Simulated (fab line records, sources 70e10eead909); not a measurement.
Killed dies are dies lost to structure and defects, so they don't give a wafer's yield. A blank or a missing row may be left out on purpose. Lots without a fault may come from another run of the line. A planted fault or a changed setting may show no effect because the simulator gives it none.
fab line records | flow nand_harc
record lots=22 wafers=66 last_day=24
route steps=1159 shown P_BONDPAD@368 A_ONON_D1@431 A_CHANNEL_HOLE_D1@471 A_CHANNEL_FILL_D1@494
lots that met no fault: from a run of the same line without faults
start_h: hours from the record's first day to the start of the lot's first wafer shown | wait_h: hours since the lot's step before | " the same as in the row above | L1.1+2: a row that stands for several wafers | - no value, or no start given | * or withheld: withheld | < > ~ a bound
route shown NAME@n: a module of which the file shows steps, and the number in the route of the first | usual: mean/standard deviation of fault-free wafers | same: alike in all rows | chamber/n: place in a boat | sites: the reading at each site | _std_site: their standard deviation | _edge_site: outer sites' mean less inner sites' | radius_mm: how far each site lies from the wafer's centre | mask NAME#n: copy n | behind: the tool/chamber that last shaped the wafer | hold: why the lot was held/for how many hours/how that ended | device: the transistor (n, p or np) that didn't switch | end of line: the same wafers' tests at the end of the route | a step without rows: its recipe alone | killed: dies lost to structure and defects at the first sort, not the wafer's yield | map: a wafer's dies, x killed, . not, _ none there
set.NAME: the setting as run; set.NAME@STEP: as run at that earlier step | model.NAME: the simulator's own value behind a step, which no gauge read
steps of the route over a sample of lots; a table a step, a row a wafer
services: from which hour (start_h, from the record's first day; less than 0 if before it) a tool's chamber was out of use, for how many hours, and why
## steps
# step NHARC_P_BONDPAD_ETCH_37
# recipe target_depth_a=600 overetch_a=180 time_s=65.91 ion_energy_ev=200 n2_flow_sccm=150 h2_flow_sccm=150 ar_flow_sccm=0 rf_w=400 bias_w=150 chemistry=N2/H2
# usual chamber_pressure_mTorr=30.001/0.029 drypump_motor_current_A=5.3/0.5 oes_product_au=1.002/0.007 rf_vpp_V=429.4/2.8 showerhead_plenum_p_Torr=2.00/0.1 throttle_valve_pct=14.171/0.0085
# columns lot.wafer tool chamber start_h wait_h chamber_pressure_mTorr drypump_motor_current_A oes_product_au rf_hours_counter_h rf_vpp_V showerhead_plenum_p_Torr throttle_valve_pct
L075.2 rie_diel-08 3 134.51 0.1 29.970 5.8 1.011 0 429.2 2.00 14.179
L075.4 " 0 " " 30.009 6.0 1.010 0 433.2 2.15 14.173
L075.1 " 2 " " 29.974 5.6 0.999 0 428.2 1.96 14.180
L077.1 rie_diel-03 2 147.74 0.1 29.982 5.8 1.003 10 427.2 1.90 14.168
L077.6 " 3 " " 29.991 5.6 0.991 - 425.9 1.90 14.173
L077.5 " 0 " " 29.990 4.9 1.002 - 433.1 2.11 14.159
L076.2 rie_diel-03 1 148.53 0.1 29.998 4.6 1.009 10 431.4 2.05 14.168
L076.4 " 2 " " 30.024 5.8 1.014 10 426.5 1.90 14.171
L076.6 " 0 " " 30.020 4.8 1.008 - 431.9 2.11 14.185
L078.1 rie_diel-03 2 157.48 0.1 30.018 5.8 1.005 10 426.3 1.90 14.167
L078.2 " 0 " " 30.006 4.8 1.005 11 432.6 2.11 14.174
L078.6 " 1 " " 30.021 4.6 1.008 - 429.7 2.05 14.173
L080.2 rie_diel-03 1 177.79 0.1 30.004 4.6 0.999 13 430.2 2.05 14.153
L080.6 " 3 " " 29.991 5.5 0.999 - 426.1 1.90 14.178
L080.5 " 0 " " 30.035 4.8 1.003 - 431.3 2.11 14.175
L082.1 rie_diel-03 0 178.75 0.1 30.005 4.9 0.986 14 431.2 2.11 14.161
L082.3 " 2 " " 29.947 5.8 1.010 13 426.1 1.89 14.173
L082.6 " 0 " " 29.997 4.8 0.995 - 434.1 2.11 14.179
L081.1 rie_diel-03 0 179.26 0.1 29.984 4.8 0.997 14 433.1 2.11 14.159
L081.6 " 0 " " 29.994 4.8 0.994 - 432.2 2.11 14.181
L081.5 " 1 " " 30.018 4.7 1.001 - 431.9 2.05 14.177
L083.4 rie_diel-03 2 186.58 0.1 30.012 5.8 1.016 13 426.3 1.89 14.172
L083.5 " 2 " " 29.962 5.8 1.019 - 425.8 1.89 14.172
L083.6 " 3 " " 29.970 5.6 1.015 - 426.8 1.90 14.168
L084.1 rie_diel-03 3 196.45 0.1 29.996 5.6 1.004 15 426.5 1.90 14.175
L084.4 " 0 " " 30.096 4.9 0.992 16 432.4 2.11 14.178
L084.6 " 0 " " 29.981 4.9 1.002 - 433.0 2.11 14.170
L085.4 rie_diel-03 2 204.33 0.1 30.002 5.8 1.005 15 427.1 1.89 14.157
L085.2 " 0 " " 30.014 4.8 0.999 16 431.3 2.11 14.179
L085.6 " 1 " " 29.983 4.7 1.001 - 431.4 2.05 14.174
L086.2 rie_diel-03 2 205.27 0.1 29.985 5.8 1.005 15 425.8 1.89 14.171
L086.6 " 2 " " 29.993 5.8 1.002 - 426.1 1.89 14.171
L086.5 " 3 " " 29.993 5.5 0.998 - 426.5 1.90 14.178
L087.1 rie_diel-05 2 217.13 0.1 30.023 5.6 1.013 17 429.2 2.06 14.162
L087.4 " 3 " " 30.008 6.2 1.000 17 433.0 2.07 14.154
L087.6 " 0 " " 29.964 6.1 1.004 - 434.6 2.19 14.152
L089.3 rie_diel-05 1 217.50 0.1 29.985 5.9 0.992 15 434.2 2.16 14.178
L089.4 " 2 " " 30.074 5.6 0.997 17 431.7 2.06 14.161
L089.6 " 1 " " 30.033 5.9 0.990 - 433.7 2.16 14.172
L088.4 rie_diel-08 1 218.02 0.1 30.039 5.2 1.005 31 432.0 2.10 14.163
L088.3 " 2 " " 30.044 5.6 0.994 24 429.0 1.95 14.159
L088.5 " 2 " " 30.015 5.6 0.988 - 427.9 1.95 14.163
L090.1 rie_diel-03 2 228.08 0.1 29.956 5.8 1.007 1 428.2 1.89 14.180
L090.6 " 0 " " 30.031 4.8 1.003 - 433.5 2.11 14.169
L090.5 " 1 " " 30.030 4.6 1.008 - 430.9 2.05 14.166
L091.3 rie_diel-03 3 228.23 0.1 30.014 5.5 0.999 1 425.4 1.90 14.165
L091.1 " 2 " " 30.041 5.8 0.993 1 425.9 1.89 14.169
L091.6 " 3 " " 30.031 5.6 1.006 - 426.4 1.90 14.150
L093.4 rie_diel-03 2 247.77 0.1 29.973 5.8 0.997 3 425.5 1.89 14.165
L093.1 " 3 " " 30.031 5.6 1.000 3 425.8 1.90 14.169
L093.2 " 0 " " 30.003 4.9 0.997 3 432.4 2.11 14.169
L095.1 rie_diel-03 3 248.93 0.1 29.964 5.6 1.008 3 426.6 1.90 14.175
L095.5 " 0 " " 29.997 4.8 1.003 - 432.3 2.11 14.170
L095.6 " 1 " " 30.000 4.6 1.008 - 432.2 2.05 14.174
L092.1 rie_diel-03 3 249.09 0.1 30.015 5.5 1.013 3 426.6 1.90 14.187
L092.6 " 1 " " 30.020 4.6 1.010 - 430.8 2.05 14.179
L092.5 " 2 " " 30.047 5.7 1.012 - 425.9 1.89 14.178
L094.3 rie_diel-03 0 252.20 0.1 29.998 4.9 0.996 3 433.7 2.11 14.170
L094.2 " 1 " " 30.053 4.6 0.993 4 432.0 2.05 14.162
L094.6 " 2 " " 30.031 5.8 0.996 - 427.0 1.89 14.184
L096.4 rie_diel-03 3 258.81 0.1 29.982 5.6 1.003 4 426.9 1.90 14.171
L096.3 " 0 " " 29.981 4.8 1.006 4 431.9 2.11 14.172
L096.6 " 2 " " 29.968 5.8 1.004 - 425.9 1.89 14.177
L097.3 rie_diel-03 0 259.58 0.1 30.065 4.9 0.996 4 432.3 2.11 14.161
L097.6 " 1 " " 30.024 4.6 1.001 - 429.8 2.05 14.159
L097.5 " 2 " " 30.020 5.8 1.005 - 428.1 1.89 14.172
# step NHARC_A_ONON_D1_THK_MEAS_11
# recipe thk_meas_gauge=ellipsometry
# usual thk_nm=1002/11
# columns lot.wafer tool chamber start_h wait_h thk_nm
L075.1 film_metro-01 - 164.32 - 982
L075.2 " - " " 983
L075.4 " - " " 982
L077.1 film_metro-02 - 176.65 - 991
L077.5 " - " " 990
L077.6 " - " " 990
L076.2 film_metro-01 - 176.66 - 1007
L076.4 " - " " 1004
L076.6 " - " " 1007
L078.1 film_metro-02 - 185.35 - 1006
L078.2 " - " " 1005
L078.6 " - " " 1006
L082.1 film_metro-01 - 205.55 - 1000
L082.3 " - " " 1000
L082.6 " - " " 998
L081.1 film_metro-02 - 205.56 - 992
L081.5 " - " " 992
L081.6 " - " " 994
L080.2 film_metro-02 - 205.60 - 1016
L080.5 " - " " 1015
L080.6 " - " " 1015
L083.4 film_metro-01 - 215.85 - 1010
L083.5 " - " " 1008
L083.6 " - " " 1009
L084.1 film_metro-01 - 225.21 - 992
L084.4 " - " " 994
L084.6 " - " " 993
L085.2 film_metro-01 - 232.37 - 1000
L085.4 " - " " 998
L085.6 " - " " 999
L086.2 film_metro-02 - 232.39 - 985
L086.5 " - " " 985
L086.6 " - " " 985
L089.3 film_metro-01 - 249.19 - 1020
L089.4 " - " " 1019
L089.6 " - " " 1021
L087.1 film_metro-02 - 249.32 - 1020
L087.4 " - " " 1021
L087.6 " - " " 1019
L088.3 film_metro-02 - 249.57 - 998
L088.4 " - " " 998
L088.5 " - " " 997
L090.1 film_metro-01 - 256.72 - 990
L090.5 " - " " 990
L090.6 " - " " 991
L091.1 film_metro-02 - 256.74 - 1011
L091.3 " - " " 1010
L091.6 " - " " 1010
L093.1 film_metro-02 - 275.96 - 1004
L093.2 " - " " 1004
L093.4 " - " " 1002
L095.1 film_metro-01 - 275.99 - 1003
L095.5 " - " " 1001
L095.6 " - " " 1001
L092.1 film_metro-02 - 276.02 - 1010
L092.5 " - " " 1009
L092.6 " - " " 1010
L094.2 film_metro-01 - 280.49 - 1020
L094.3 " - " " 1021
L094.6 " - " " 1020
L096.3 film_metro-02 - 286.67 - 996
L096.4 " - " " 995
L096.6 " - " " 996
L097.3 film_metro-01 - 286.77 - 979
L097.5 " - " " 981
L097.6 " - " " 982
# step NHARC_A_CHANNEL_HOLE_D1_ETCH_19
# recipe bias_v=1200 source_w=2500 pressure_mtorr=15 time_s=34.5 ar_flow_sccm=375 c4f8_flow_sccm=28.8 o2_flow_sccm=96.2 temp_c=-20 target_depth_a=* chemistry=C4F8/O2/Ar
# usual chamber_pressure_mTorr=15.000/0.014 drypump_motor_current_A=6.1/0.39 showerhead_plenum_p_Torr=3.75/0.14 throttle_valve_pct=37.039/0.01
# columns lot.wafer tool chamber start_h wait_h chamber_pressure_mTorr drypump_motor_current_A rf_hours_counter_h showerhead_plenum_p_Torr throttle_valve_pct
L075.2 har_etch-02 0 183.57 0.1 14.998 5.5 105 3.92 37.037
L075.1 " 1 " " 14.994 6.3 105 3.87 37.038
L075.4 " 0 " " 15.022 5.5 - 3.92 37.029
L076.2 har_etch-01 0 191.77 0.1 15.004 6.6 196 3.62 37.028
L076.4 " 0 " " 14.992 6.6 - 3.62 37.050
L076.6 " 1 " " 15.005 6.2 - 3.62 37.023
L077.1 har_etch-02 0 192.70 0.1 15.004 5.5 111 3.92 37.045
L077.5 " 0 " " 15.026 5.5 - 3.92 37.008
L077.6 " 1 " " 14.988 6.3 - 3.86 37.047
L078.2 har_etch-01 1 200.60 0.1 15.014 6.1 201 3.62 37.044
L078.1 " 0 " " 15.002 6.6 201 3.61 37.051
L078.6 " 0 " " 14.995 6.6 - 3.61 37.050
L081.1 har_etch-02 0 222.12 0.1 14.998 5.5 121 3.91 37.055
L081.6 " 0 " " 15.011 5.5 - 3.91 37.031
L081.5 " 1 " " 15.016 6.3 - 3.86 37.044
L082.1 har_etch-01 0 222.16 0.1 15.008 6.6 208 3.61 37.047
L082.3 " 0 " " 14.977 6.6 - 3.61 37.052
L082.6 " 0 " " 15.016 6.7 - 3.61 37.033
L080.2 har_etch-02 0 226.31 3.8 15.001 5.5 125 3.91 37.036
L080.6 " 1 " " 15.017 6.3 - 3.85 37.039
L080.5 " 0 " " 15.003 5.5 - 3.91 37.042
L083.4 har_etch-01 1 231.93 0.1 14.997 6.2 - 3.61 37.040
L083.5 " 0 " " 14.981 6.6 - 3.61 37.023
L083.6 " 1 " " 15.007 6.2 - 3.61 37.026
L084.1 har_etch-01 0 241.00 0.1 15.007 6.6 216 3.61 37.035
L084.4 " 1 " " 15.007 6.2 - 3.61 37.031
L084.6 " 0 " " 14.986 6.6 - 3.61 37.044
L085.2 har_etch-01 1 249.77 0.1 15.007 6.2 222 3.61 37.056
L085.4 " 1 " " 14.987 6.2 - 3.61 37.051
L085.6 " 1 " " 15.006 6.2 - 3.61 37.038
L086.2 har_etch-02 1 250.09 0.1 14.999 6.3 137 3.85 37.032
L086.5 " 0 " " 14.979 5.6 - 3.91 37.037
L086.6 " 1 " " 14.985 6.3 - 3.85 37.036
L089.3 har_etch-01 0 266.29 0.1 14.987 6.6 - 3.60 37.046
L089.4 " 1 " " 15.014 6.1 - 3.60 37.042
L089.6 " 1 " " 14.983 6.2 - 3.60 37.049
L087.1 har_etch-02 1 267.55 0.1 14.980 6.2 144 3.84 37.033
L087.4 " 1 " " 14.997 6.3 - 3.84 37.046
L087.6 " 0 " " 14.973 5.5 - 3.90 37.032
L088.3 har_etch-01 0 270.45 2.3 15.002 6.6 - 3.60 37.024
L088.4 " 1 " " 14.992 6.1 - 3.60 37.034
L088.5 " 0 " " 15.002 6.7 - 3.60 37.044
L090.1 har_etch-02 1 271.70 0.1 15.006 6.3 148 3.84 37.049
L090.5 " 1 " " 15.000 6.3 - 3.84 37.025
L090.6 " 0 " " 15.009 5.6 - 3.90 37.057
L091.1 har_etch-01 0 274.59 2.8 14.998 6.7 236 3.60 37.062
L091.3 " 0 " " 14.986 6.6 - 3.60 37.034
L091.6 " 0 " " 15.000 6.6 - 3.60 37.040
L095.1 har_etch-01 0 290.83 0.1 15.007 6.6 242 3.59 37.041
L095.5 " 0 " " 15.005 6.7 - 3.59 37.042
L095.6 " 1 " " 15.013 6.1 - 3.60 37.033
L093.2 har_etch-02 1 291.84 0.1 15.013 6.3 155 3.84 37.044
L093.1 " 0 " " 14.979 5.6 155 3.89 37.039
L093.4 " 0 " " 14.994 5.5 - 3.89 37.047
L092.1 har_etch-01 0 295.01 2.7 15.011 6.6 246 3.59 37.025
L092.5 " 0 " " 14.996 6.7 - 3.59 37.032
L092.6 " 1 " " 14.971 6.2 - 3.60 37.040
L094.2 har_etch-02 0 296.00 0.9 15.003 5.5 158 3.89 37.040
L094.3 " 1 " " 14.989 6.3 - 3.83 37.026
L094.6 " 0 " " 15.005 5.5 - 3.89 37.045
L097.3 har_etch-02 0 304.98 0.1 15.000 5.5 - 3.89 37.049
L097.6 " 1 " " 15.017 6.3 - 3.83 37.034
L097.5 " 0 " " 15.039 5.5 - 3.89 37.049
L096.3 har_etch-02 1 309.11 2.4 15.003 6.3 - 3.83 37.050
L096.4 " 0 " " 15.008 5.6 - 3.89 37.044
L096.6 " 0 " " 14.988 5.6 - 3.89 37.037
# step NHARC_A_CHANNEL_HOLE_D1_ETCH_26
# recipe bias_v=300 source_w=2000 pressure_mtorr=30 time_s=224.1 ar_flow_sccm=375 c4f8_flow_sccm=11.4 o2_flow_sccm=113.6 temp_c=-20 target_depth_a=3000 chemistry=C4F8/O2/Ar
# usual chamber_pressure_mTorr=30.003/0.029 drypump_motor_current_A=6.1/0.39 showerhead_plenum_p_Torr=3.75/0.14 throttle_valve_pct=24.584/0.0085
# columns lot.wafer tool chamber start_h wait_h chamber_pressure_mTorr drypump_motor_current_A rf_hours_counter_h showerhead_plenum_p_Torr throttle_valve_pct
L075.2 har_etch-02 0 187.32 0.7 30.003 5.5 109 3.93 24.589
L075.1 " 1 " " 29.954 6.2 109 3.87 24.573
L075.4 " 0 " " 29.989 5.6 - 3.93 24.580
L076.2 har_etch-01 0 195.56 0.6 29.955 6.6 200 3.62 24.602
L076.4 " 0 " " 30.033 6.6 - 3.62 24.580
L076.6 " 1 " " 30.013 6.2 - 3.62 24.588
L077.1 har_etch-02 0 196.49 0.7 29.966 5.5 114 3.92 24.594
L077.5 " 0 " " 30.000 5.6 - 3.92 24.597
L077.6 " 1 " " 29.973 6.2 - 3.86 24.575
L078.2 har_etch-01 1 204.36 0.7 30.019 6.1 205 3.62 24.600
L078.1 " 0 " " 29.998 6.6 205 3.61 24.593
L078.6 " 0 " " 29.999 6.6 - 3.61 24.596
L081.1 har_etch-02 0 225.91 0.7 29.981 5.6 125 3.92 24.576
L081.6 " 0 " " 29.983 5.6 - 3.92 24.571
L081.5 " 1 " " 29.966 6.3 - 3.86 24.598
L082.1 har_etch-01 0 225.93 0.7 30.003 6.6 212 3.61 24.583
L082.3 " 0 " " 29.949 6.6 - 3.61 24.590
L082.6 " 0 " " 30.042 6.6 - 3.61 24.591
L080.2 har_etch-02 0 230.12 0.6 29.966 5.5 129 3.91 24.594
L080.6 " 1 " " 29.985 6.2 - 3.86 24.567
L080.5 " 0 " " 30.000 5.6 - 3.91 24.592
L083.4 har_etch-01 1 235.76 0.4 30.039 6.2 - 3.61 24.591
L083.5 " 0 " " 30.036 6.6 - 3.61 24.593
L083.6 " 1 " " 30.026 6.2 - 3.61 24.579
L084.1 har_etch-01 0 244.79 0.6 30.040 6.6 220 3.61 24.583
L084.4 " 1 " " 30.002 6.2 - 3.61 24.577
L084.6 " 0 " " 30.043 6.6 - 3.61 24.593
L085.2 har_etch-01 1 253.56 0.7 30.037 6.2 225 3.61 24.590
L085.4 " 1 " " 30.022 6.1 - 3.61 24.591
L085.6 " 1 " " 29.974 6.2 - 3.61 24.574
L086.2 har_etch-02 1 253.91 0.6 29.993 6.3 140 3.85 24.591
L086.5 " 0 " " 30.038 5.6 - 3.91 24.586
L086.6 " 1 " " 29.985 6.3 - 3.85 24.586
L089.3 har_etch-01 0 270.09 0.5 29.999 6.6 - 3.60 24.574
L089.4 " 1 " " 30.006 6.2 - 3.60 24.592
L089.6 " 1 " " 30.005 6.2 - 3.60 24.588
L087.1 har_etch-02 1 271.34 0.6 30.006 6.3 147 3.85 24.597
L087.4 " 1 " " 29.948 6.2 - 3.85 24.590
L087.6 " 0 " " 29.991 5.5 - 3.90 24.570
L088.3 har_etch-01 0 274.27 0.5 29.954 6.6 - 3.60 24.572
L088.4 " 1 " " 29.960 6.2 - 3.60 24.595
L088.5 " 0 " " 30.001 6.6 - 3.60 24.583
L090.1 har_etch-02 1 275.44 0.7 29.988 6.2 151 3.84 24.588
L090.5 " 1 " " 30.031 6.2 - 3.84 24.587
L090.6 " 0 " " 30.004 5.5 - 3.90 24.582
L091.1 har_etch-01 0 278.36 0.7 30.004 6.7 240 3.60 24.593
L091.3 " 0 " " 30.022 6.6 - 3.59 24.578
L091.6 " 0 " " 30.019 6.6 - 3.60 24.593
L095.1 har_etch-01 0 294.62 0.7 29.960 6.6 245 3.59 24.599
L095.5 " 0 " " 29.993 6.6 - 3.59 24.593
L095.6 " 1 " " 30.016 6.2 - 3.60 24.593
L093.2 har_etch-02 1 295.61 0.7 30.007 6.3 158 3.84 24.599
L093.1 " 0 " " 30.050 5.5 158 3.90 24.600
L093.4 " 0 " " 29.964 5.6 - 3.90 24.578
L092.1 har_etch-01 0 298.80 0.7 30.010 6.6 249 3.59 24.587
L092.5 " 0 " " 29.994 6.6 - 3.59 24.579
L092.6 " 1 " " 29.937 6.1 - 3.59 24.571
L094.2 har_etch-02 0 299.76 0.7 30.017 5.5 162 3.89 24.577
L094.3 " 1 " " 29.995 6.2 - 3.84 24.583
L094.6 " 0 " " 29.975 5.5 - 3.90 24.576
L097.3 har_etch-02 0 308.79 0.4 29.987 5.6 - 3.89 24.580
L097.6 " 1 " " 29.990 6.3 - 3.83 24.579
L097.5 " 0 " " 29.978 5.6 - 3.89 24.581
L096.3 har_etch-02 1 312.88 0.5 29.977 6.2 - 3.83 24.590
L096.4 " 0 " " 30.041 5.5 - 3.89 24.560
L096.6 " 0 " " 29.989 5.5 - 3.89 24.586
# step NHARC_A_CHANNEL_HOLE_D1_STRIP_27
# recipe o2_flow_sccm=500 ar_flow_sccm=0 bias_w=0 chemistry=O2
# usual chamber_pressure_mTorr=60.01/0.055 drypump_motor_current_A=5.9/0.31 oes_product_au=1.004/0.0067 rf_vpp_V=57.9/0.95 showerhead_plenum_p_Torr=3.59/0.18 throttle_valve_pct=17.037/0.0092
# columns lot.wafer tool chamber start_h wait_h chamber_pressure_mTorr drypump_motor_current_A oes_product_au rf_hours_counter_h rf_vpp_V showerhead_plenum_p_Torr throttle_valve_pct
L075.4 rie_diel-04 3 - - 60.01 6.5 1.006 5 56.9 3.40 17.030
L075.1 " 1 " " 59.97 5.3 0.999 5 56.8 3.69 17.038
L075.2 " 2 " " 59.98 6.4 1.006 4 57.5 3.48 17.045
L076.4 rie_diel-04 3 - - 59.96 6.5 1.012 6 57.1 3.40 17.048
L076.2 " 2 " " 60.06 6.4 1.001 5 57.8 3.48 17.045
L076.6 " 3 " " 60.11 6.5 1.017 - 59.5 3.40 17.033
L077.1 rie_diel-09 3 - - 60.00 5.8 1.005 6 59.0 3.77 17.030
L077.5 " 2 " " 59.95 5.9 0.999 - 56.0 3.47 17.036
L077.6 " 3 " " 60.02 5.9 0.995 - 57.8 3.77 17.051
L078.1 rie_diel-10 3 - - 59.99 5.6 1.006 1 57.2 3.44 17.029
L078.2 " 0 " " 60.05 5.6 0.999 1 58.4 3.77 17.038
L078.6 " 2 " " 59.88 5.5 0.996 - 58.2 3.78 17.044
L081.1 rie_diel-09 1 - - 60.02 5.8 1.003 7 57.2 3.35 17.030
L081.5 " 1 " " 59.85 5.9 0.996 - 57.5 3.35 17.032
L081.6 " 2 " " 59.95 5.9 1.005 - 58.3 3.47 17.052
L082.3 rie_diel-04 1 - - 59.99 5.3 0.992 8 58.8 3.69 17.036
L082.1 " 3 " " 59.97 6.5 1.001 8 58.7 3.40 17.035
L082.6 " 0 " " 60.02 5.7 1.010 - 57.7 3.78 17.046
L080.2 rie_diel-09 3 - - 60.01 5.9 0.998 8 57.3 3.77 17.025
L080.5 " 0 " " 59.98 6.1 1.002 - 58.3 3.75 17.041
L080.6 " 1 " " 60.03 5.9 0.987 - 58.1 3.35 17.049
L083.4 rie_diel-09 2 - - 60.10 5.8 1.017 8 58.5 3.47 17.035
L083.6 " 3 " " 59.98 5.9 1.011 - 59.3 3.77 17.041
L083.5 " 0 " " 60.00 6.1 1.005 - 58.3 3.75 17.024
L084.4 rie_diel-10 1 - - 59.96 5.9 1.004 4 57.6 3.31 17.022
L084.1 " 0 " " 60.03 5.6 0.992 4 58.0 3.77 17.053
L084.6 " 2 " " 60.00 5.5 1.003 - 57.8 3.78 17.034
L085.2 rie_diel-04 3 - - 60.00 6.5 1.011 11 57.9 3.40 17.044
L085.4 " 1 " " 60.11 5.3 1.002 11 57.4 3.69 17.043
L085.6 " 0 " " 59.98 5.7 1.009 - 59.2 3.78 17.040
L086.2 rie_diel-10 0 - - 59.96 5.6 1.007 4 58.1 3.77 17.040
L086.6 " 0 " " 60.07 5.6 0.996 - 58.3 3.77 17.034
L086.5 " 1 " " 59.97 5.9 1.012 - 55.6 3.31 17.030
L089.3 rie_diel-10 3 - - 59.96 5.6 1.006 6 56.2 3.44 17.034
L089.4 " 0 " " 59.97 5.6 0.996 6 57.0 3.76 17.033
L089.6 " 0 " " 60.02 5.6 0.997 - 58.1 3.77 17.043
L087.1 rie_diel-04 1 - - 59.95 5.3 0.999 13 57.7 3.69 17.049
L087.4 " 3 " " 60.02 6.5 1.005 12 56.9 3.40 17.029
L087.6 " 1 " " 60.02 5.3 0.993 - 57.1 3.69 17.038
L088.4 rie_diel-04 1 - - 60.08 5.3 1.001 13 57.0 3.69 17.040
L088.3 " 0 " " 60.01 5.7 1.013 12 57.0 3.78 17.052
L088.5 " 2 " " 60.11 6.4 1.008 - 57.8 3.48 17.042
L090.1 rie_diel-09 1 - - 59.88 5.9 1.010 2 57.2 3.35 17.030
L090.6 " 3 " " 59.92 5.9 1.006 - 58.3 3.76 17.014
L090.5 " 0 " " 59.95 6.1 1.015 - 59.2 3.75 17.044
L091.3 rie_diel-09 2 - - 59.99 5.8 1.001 2 56.6 3.47 17.029
L091.1 " 0 " " 60.04 6.1 1.007 2 56.2 3.75 17.055
L091.6 " 3 " " 60.08 5.9 1.007 - 58.2 3.76 17.040
L095.1 rie_diel-09 0 - - 60.02 6.1 1.001 4 58.1 3.75 17.020
L095.6 " 0 " " 59.93 6.1 1.014 - 58.6 3.75 17.039
L095.5 " 1 " " 59.94 5.8 1.002 - 57.6 3.35 17.039
L093.4 rie_diel-10 2 - - 60.10 5.5 1.005 8 59.2 3.78 17.031
L093.2 " 0 " " 60.15 5.6 1.006 8 57.4 3.76 17.030
L093.1 " 1 " " 60.02 5.9 1.009 8 55.9 3.31 17.039
L092.1 rie_diel-10 0 - - 59.99 5.6 0.986 8 58.4 3.76 17.041
L092.5 " 3 " " 59.98 5.6 1.003 - 58.1 3.44 17.038
L092.6 " 0 " " 60.05 5.6 0.998 - 58.1 3.76 17.021
L094.2 rie_diel-04 0 - - 60.05 5.7 0.998 0 57.9 3.78 17.043
L094.3 " 3 " " 59.98 6.5 0.996 0 57.4 3.40 17.031
L094.6 " 3 " " 60.03 6.5 1.005 - 56.6 3.40 17.025
L097.3 rie_diel-09 2 - - 59.99 5.9 1.003 5 57.5 3.46 17.036
L097.6 " 3 " " 60.00 5.8 1.012 - 58.2 3.76 17.036
L097.5 " 0 " " 59.96 6.1 1.021 - 57.6 3.75 17.033
L096.3 rie_diel-09 3 - - 60.03 5.8 1.013 5 60.0 3.76 17.029
L096.4 " 0 " " 59.99 6.1 1.011 - 59.1 3.74 17.034
L096.6 " 3 " " 60.01 5.8 1.007 - 58.0 3.76 17.025
# step NHARC_A_CHANNEL_FILL_D1_ALD_14
# recipe target_thk_a=25 pulse_time_s=10 ald_cycles=25 temp_c=300 material=SiO2
# usual heater_power_w=479/67 precursor_pulse_height_rel=0.999/0.02
# columns lot.wafer tool chamber start_h wait_h heater_power_w precursor_pulse_height_rel
L075.1 ald_hk-02 3 196.47 0.1 490 0.996
L075.4 " 0 " " 429 0.987
L075.2 " 1 " " 452 1.008
L076.2 ald_hk-04 1 204.67 0.0 457 1.023
L076.4 " 0 " " 521 0.967
L076.6 " 1 " " 476 0.961
L077.1 ald_hk-01 3 204.78 0.2 433 0.994
L077.6 " 0 " " 709 0.984
L077.5 " 1 " " 489 0.985
L078.2 ald_hk-02 1 213.36 0.3 452 0.981
L078.1 " 2 " " 464 0.963
L078.6 " 1 " " 444 0.960
L082.1 ald_hk-02 1 237.05 2.0 451 1.003
L082.3 " 2 " " 478 1.002
L082.6 " 0 " " 433 0.992
L081.1 ald_hk-02 1 237.28 2.2 454 1.007
L081.6 " 0 " " 412 1.014
L081.5 " 1 " " 464 0.982
L080.2 ald_hk-02 2 241.46 0.6 467 1.012
L080.5 " 0 " " 416 0.998
L080.6 " 1 " " 460 1.009
L083.4 ald_hk-02 1 246.48 0.2 462 0.968
L083.5 " 2 " " 474 0.981
L083.6 " 3 " " 474 1.007
L084.1 ald_hk-01 3 254.01 0.2 438 0.994
L084.4 " 1 " " 481 0.999
L084.6 " 2 " " 459 0.982
L085.2 ald_hk-02 3 262.76 0.1 472 1.015
L085.4 " 0 " " 421 1.007
L085.6 " 1 " " 451 1.004
L086.2 ald_hk-01 0 262.77 0.1 663 1.006
L086.6 " 2 " " 467 1.011
L086.5 " 3 " " 441 0.970
L087.1 ald_hk-01 3 280.31 0.0 443 1.004
L087.4 " 2 " " 477 0.993
L087.6 " 3 " " 436 1.012
L089.4 ald_hk-04 0 280.31 0.0 520 1.026
L089.3 " 2 " " 429 1.008
L089.6 " 0 " " 516 0.996
L088.3 ald_hk-01 3 286.39 3.1 440 1.036
L088.4 " 0 " " 655 0.967
L088.5 " 3 " " 435 1.031
L090.1 ald_hk-01 2 286.72 3.4 467 0.991
L090.5 " 3 " " 441 0.966
L090.6 " 0 " " 650 1.018
L091.1 ald_hk-04 1 289.85 2.3 474 0.970
L091.3 " 2 " " 434 0.969
L091.6 " 0 " " 521 1.025
L095.1 ald_hk-01 0 303.79 0.0 655 0.991
L095.5 " 0 " " 649 1.021
L095.6 " 1 " " 474 0.993
L093.2 ald_hk-02 1 303.82 0.1 496 1.020
L093.4 " 2 " " 486 0.992
L093.1 " 3 " " 464 1.007
L094.3 ald_hk-02 2 307.94 0.0 473 0.989
L094.2 " 0 " " 429 1.016
L094.6 " 3 " " 460 1.015
L092.1 ald_hk-04 3 308.06 0.2 385 0.983
L092.5 " 0 " " 522 1.024
L092.6 " 1 " " 472 0.965
L097.3 ald_hk-01 0 321.68 3.9 658 0.982
L097.5 " 0 " " 669 0.971
L097.6 " 1 " " 480 1.018
L096.3 ald_hk-02 0 323.69 0.0 430 1.017
L096.4 " 1 " " 494 0.973
L096.6 " 0 " " 441 0.994
## services
# columns tool chamber start_h hours kind
rie_diel-04 - 111.90 9.0 pm
rie_diel-04 3 122.99 3.2 repair
rie_diel-08 - 125.09 9.0 pm
rie_diel-08 1 145.86 2.9 repair
rie_diel-08 2 152.10 4.1 repair
rie_diel-05 - 164.39 9.0 pm
rie_diel-04 - 168.34 0.5 repair
ald_hk-04 - 168.95 0.8 repair
rie_diel-10 - 176.50 9.0 pm
ald_hk-04 - 191.42 10.0 pm
ald_hk-01 - 200.25 2.3 repair
rie_diel-03 - 215.33 9.0 pm
rie_diel-04 2 224.64 4.7 repair
ald_hk-01 - 231.32 10.0 pm
rie_diel-03 0 234.57 6.3 repair
rie_diel-10 3 237.06 7.2 repair
rie_diel-09 - 254.37 9.0 pm
rie_diel-04 - 288.90 9.0 pm
rie_diel-09 3 296.62 6.4 repair
har_etch-01 - 305.00 17.0 pm
rie_diel-10 1 305.77 3.7 repair
rie_diel-09 - 307.00 0.3 repair
rie_diel-09 2 312.67 3.9 repair
rie_diel-04 2 316.14 4.1 repair
## key
fault none
